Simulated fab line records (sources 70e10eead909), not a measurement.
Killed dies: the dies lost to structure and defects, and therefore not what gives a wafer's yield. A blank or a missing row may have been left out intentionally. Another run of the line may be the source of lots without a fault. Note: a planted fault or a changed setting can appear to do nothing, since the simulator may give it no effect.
Which of the tools did it? -- flow nand harc -- Sampling: 24 lots, 72 wafers, 4 of 1302 route steps

WHAT THE GAUGES READ, wafer by wafer
NHARC_P_M0_THK_MEAS_24: measures by xrf.
lot,measured,on,thk nm (nm)
L074,day 6 06:44,film metro-02,119.5 118.5 120.1
L075,day 6 09:46,film metro-02,115.4 117.9 115.5
L076,day 6 20:16,film metro-01,118.5 118.1 118.1
L077,day 7 14:19,film metro-01,119.3 119.0 117.6
L078,day 7 19:26,film metro-02,117.3 115.4 117.2
L079,day 8 00:34,film metro-02,117.4 118.0 118.1
L080,day 8 16:52,film metro-01,115.9 116.4 119.5
L081,day 9 03:14,film metro-01,120.1 116.6 119.0
L082,day 9 15:46,film metro-02,119.2 118.2 116.8
L083,day 9 21:33,film metro-01,116.2 118.0 118.4
L084,day 10 10:10,film metro-02,116.0 116.6 118.3
L085,day 11 03:23,film metro-02,117.9 114.6 117.1
L086,day 11 06:27,film metro-01,116.4 117.7 119.8
L087,day 11 13:18,film metro-02,120.4 116.5 117.9
L088,day 12 06:21,film metro-02,120.0 116.3 119.1
L089,day 12 06:53,film metro-01,116.7 117.5 119.9
L090,day 13 02:01,film metro-02,113.7 116.2 115.6
L091,day 13 05:20,film metro-02,118.2 117.2 118.3
L092,day 13 13:59,film metro-02,116.5 117.5 116.0
L093,day 14 03:25,film metro-02,116.9 118.9 117.7
L094,day 14 20:49,film metro-01,113.9 118.9 118.7
L095,day 15 08:39,film metro-01,117.0 119.0 119.1
L096,day 15 11:23,film metro-01,116.4 118.4 119.1
L097,day 15 18:31,film metro-01,116.6 120.3 119.9

EACH LOT AND THE TOOL THAT RAN IT (in order: tool; ch and the chambers of the sampled wafers; start)
lot,NHARC_P_STI_ETCH_15,NHARC_P_GATE_DESCUM_93,NHARC_P_CONTACT_DEGAS_38
L074,"rie si-05 ch 1,2,3, day 2 21:40","rie diel-03 ch 1,2, day 5 19:32","pvd sputter-02, day 6 01:49"
L075,"rie si-05 ch 0,2,3, day 3 06:17","rie diel-11 ch 0,1,2, day 5 22:35","pvd sputter-03, day 6 04:52"
L076,"rie si-04 ch 1,2,3, day 3 16:06","rie diel-03 ch 1,2,3, day 6 08:55","pvd sputter-03, day 6 15:11"
L077,"rie si-04 ch 1,2,3, day 4 02:37","rie diel-11 ch 2,3, day 7 03:05","pvd sputter-02, day 7 09:22"
L078,"rie si-06 ch 2,3, day 4 12:34","rie diel-03 ch 1,2, day 7 08:04","pvd sputter-02, day 7 14:21"
L079,"rie si-04 ch 0,1,3, day 4 21:26","rie diel-03 ch 0,2, day 7 13:02","pvd sputter-02, day 7 19:26"
L080,"rie si-06 ch 1,3, day 5 10:56","rie diel-07 ch 0,2, day 8 04:47","pvd sputter-01, day 8 11:32"
L081,"rie si-06 ch 1,2, day 5 18:13","rie diel-03 ch 0,1,2, day 8 15:39","pvd sputter-02, day 8 21:56"
L082,"rie si-06 ch 0,1,3, day 6 05:25","rie diel-03 ch 0,1, day 9 04:43","pvd sputter-03, day 9 10:53"
L083,"rie si-04 ch 0,2,3, day 6 15:56","rie diel-07 ch 0,1,2, day 9 10:22","pvd sputter-01, day 9 16:31"
L084,"rie si-06 ch 0,1, day 7 00:05","rie diel-07 ch 1,3, day 9 22:32","pvd sputter-01, day 10 04:59"
L085,"rie si-06 ch 0,1,2, day 7 14:08","rie diel-11 ch 1,2,3, day 10 15:44","pvd sputter-01, day 10 22:28"
L086,"rie si-05 ch 2,3, day 7 22:17","rie diel-07 ch 1,2,3, day 10 19:18","pvd sputter-02, day 11 01:37"
L087,"rie si-04 ch 0,1,2, day 8 07:26","rie diel-07 ch 0,2, day 11 01:59","pvd sputter-03, day 11 08:17"
L088,"rie si-04 ch 1,3, day 8 17:58","rie diel-03 ch 1,2,3, day 11 19:13","pvd sputter-01, day 12 01:26"
L089,"rie si-06 ch 2,3, day 9 03:20","rie diel-03 ch 2,3, day 11 19:33","pvd sputter-02, day 12 01:58"
L090,"rie si-05 ch 1,2, day 9 15:25","rie diel-11 ch 2,3, day 12 14:29","pvd sputter-01, day 12 20:59"
L091,"rie si-05 ch 0,1, day 9 23:59","rie diel-07 ch 0,2,3, day 12 18:14","pvd sputter-03, day 13 00:24"
L092,"rie si-05 ch 0,2,3, day 10 07:43","rie diel-07 ch 0,1,2, day 13 02:49","pvd sputter-01, day 13 08:59"
L093,"rie si-05 ch 1,2,3, day 10 21:29","rie diel-03 ch 0,1,2, day 13 16:01","pvd sputter-03, day 13 22:32"
L094,"rie si-04 ch 0,2,3, day 11 03:31","rie diel-07 ch 0,2,3, day 14 08:19","pvd sputter-01, day 14 14:37"
L095,"rie si-04 ch 0,1, day 11 17:29","rie diel-07 ch 0,1,3, day 14 20:48","pvd sputter-03, day 15 03:43"
L096,"rie si-04 ch 0,2,3, day 12 00:58","rie diel-11 ch 1,2,3, day 14 23:46","pvd sputter-02, day 15 06:27"
L097,"rie si-04 ch 0,1, day 12 10:46","rie diel-11 ch 1,2,3, day 15 07:25","pvd sputter-02, day 15 13:41"
- NHARC_P_STI_ETCH_15: etches the open film in HBr/Cl2, target depth 300 nm, time 100.1 s.
- NHARC_P_GATE_DESCUM_93: chemistry O2, time 3 s.
- NHARC_P_CONTACT_DEGAS_38: time 60 s.

WHAT THE TOOLS THEMSELVES READ (means of the sampled wafers that have a number; where no wafer has one, the mark that the record gives instead)
NHARC_P_STI_ETCH_15.
lot,tool,drypump motor current A (A),oes product au (a.u.),throttle valve pct (%)
L074,rie si-05,5.8,1.002,26.406
L075,rie si-05,6.1,1.002,26.405
L076,rie si-04,5.4,1.010,26.404
L077,rie si-04,5.4,1.009,26.408
L078,rie si-06,5.4,0.996,26.406
L079,rie si-04,5.4,1.007,26.402
L080,rie si-06,5.5,1.001,26.407
L081,rie si-06,5.4,1.003,26.412
L082,rie si-06,5.6,1.004,26.411
L083,rie si-04,5.6,1.010,26.398
L084,rie si-06,5.6,1.023,26.400
L085,rie si-06,5.5,1.000,26.399
L086,rie si-05,6.4,0.996,26.408
L087,rie si-04,5.7,1.015,26.407
L088,rie si-04,5.1,1.009,26.402
L089,rie si-06,5.4,0.995,26.403
L090,rie si-05,5.7,1.004,26.413
L091,rie si-05,5.4,1.007,26.410
L092,rie si-05,6.1,1.009,26.405
L093,rie si-05,5.9,1.009,26.401
L094,rie si-04,5.6,1.014,26.406
L095,rie si-04,5.5,1.009,26.412
L096,rie si-04,5.6,1.016,26.401
L097,rie si-04,5.7,1.013,26.415

NHARC_P_GATE_DESCUM_93.
lot,tool,drypump motor current A (A),oes product au (a.u.),rf vpp V (V),showerhead plenum p Torr (Torr),throttle valve pct (%)
L074,rie diel-03,5.8,1.011,58.5,1.96,11.306
L075,rie diel-11,5.9,1.016,58.0,1.94,11.304
L076,rie diel-03,5.8,0.994,58.6,1.97,11.300
L077,rie diel-11,6.1,1.005,59.0,2.05,11.316
L078,rie diel-03,5.7,1.001,57.3,1.96,11.311
L079,rie diel-03,5.8,1.013,57.8,1.90,11.312
L080,rie diel-07,6.0,0.993,57.8,1.90,11.316
L081,rie diel-03,5.7,1.001,58.2,1.92,11.304
L082,rie diel-03,5.8,0.992,58.4,1.89,11.311
L083,rie diel-07,6.2,0.997,58.5,1.90,11.303
L084,rie diel-07,6.2,0.996,57.3,1.86,11.314
L085,rie diel-11,6.0,1.012,57.8,1.99,11.313
L086,rie diel-07,6.2,0.993,57.8,1.90,11.312
L087,rie diel-07,6.2,0.996,57.0,1.94,11.319
L088,rie diel-03,5.8,1.003,57.1,1.97,11.310
L089,rie diel-03,5.9,1.004,58.2,2.00,11.301
L090,rie diel-11,5.8,1.005,58.6,2.06,11.311
L091,rie diel-07,6.0,0.999,58.1,1.90,11.311
L092,rie diel-07,6.2,0.991,57.6,1.90,11.296
L093,rie diel-03,5.8,1.002,58.0,1.92,11.308
L094,rie diel-07,6.0,1.006,57.3,1.90,11.319
L095,rie diel-07,6.0,1.011,57.8,1.86,11.309
L096,rie diel-11,6.0,0.996,58.4,1.99,11.309
L097,rie diel-11,6.0,1.009,58.7,1.99,11.310

NHARC_P_CONTACT_DEGAS_38.
lot,tool,heater power w (W)
L074,pvd sputter-02,471
L075,pvd sputter-03,478
L076,pvd sputter-03,524
L077,pvd sputter-02,454
L078,pvd sputter-02,448
L079,pvd sputter-02,430
L080,pvd sputter-01,498
L081,pvd sputter-02,432
L082,pvd sputter-03,445
L083,pvd sputter-01,459
L084,pvd sputter-01,421
L085,pvd sputter-01,491
L086,pvd sputter-02,456
L087,pvd sputter-03,486
L088,pvd sputter-01,485
L089,pvd sputter-02,438
L090,pvd sputter-01,486
L091,pvd sputter-03,428
L092,pvd sputter-01,512
L093,pvd sputter-03,504
L094,pvd sputter-01,498
L095,pvd sputter-03,483
L096,pvd sputter-02,455
L097,pvd sputter-02,441

THE ANSWER, worked out from the rows above alone
Rule: what is usual is taken from the lots themselves. The widest of any qualifying gaps counts: lots, ordered by their means at a reading, are off when they make up no more than a third of the lots, leave a main group of 4 or more, and stand apart from it by 3 or more times the standard deviation of that group's means. If all means in a main group match to the digits the tables above print for the reading, that group is not used. A lot without any number at a reading at which 4 lots or more have one is off too. All remaining lots with rows at the step are treated as sound. After the gauges, taken in route order, come the tools' own readings; for these a lot's mean is taken, as printed above. The first step at which some lot is off is used, and at that step the reading that is off furthest; a lot without a number counts as furthest.
Across all readings shown, no lot is off: no conclusion can be drawn from this.

WHAT THE SIMULATOR HAD PUT IN
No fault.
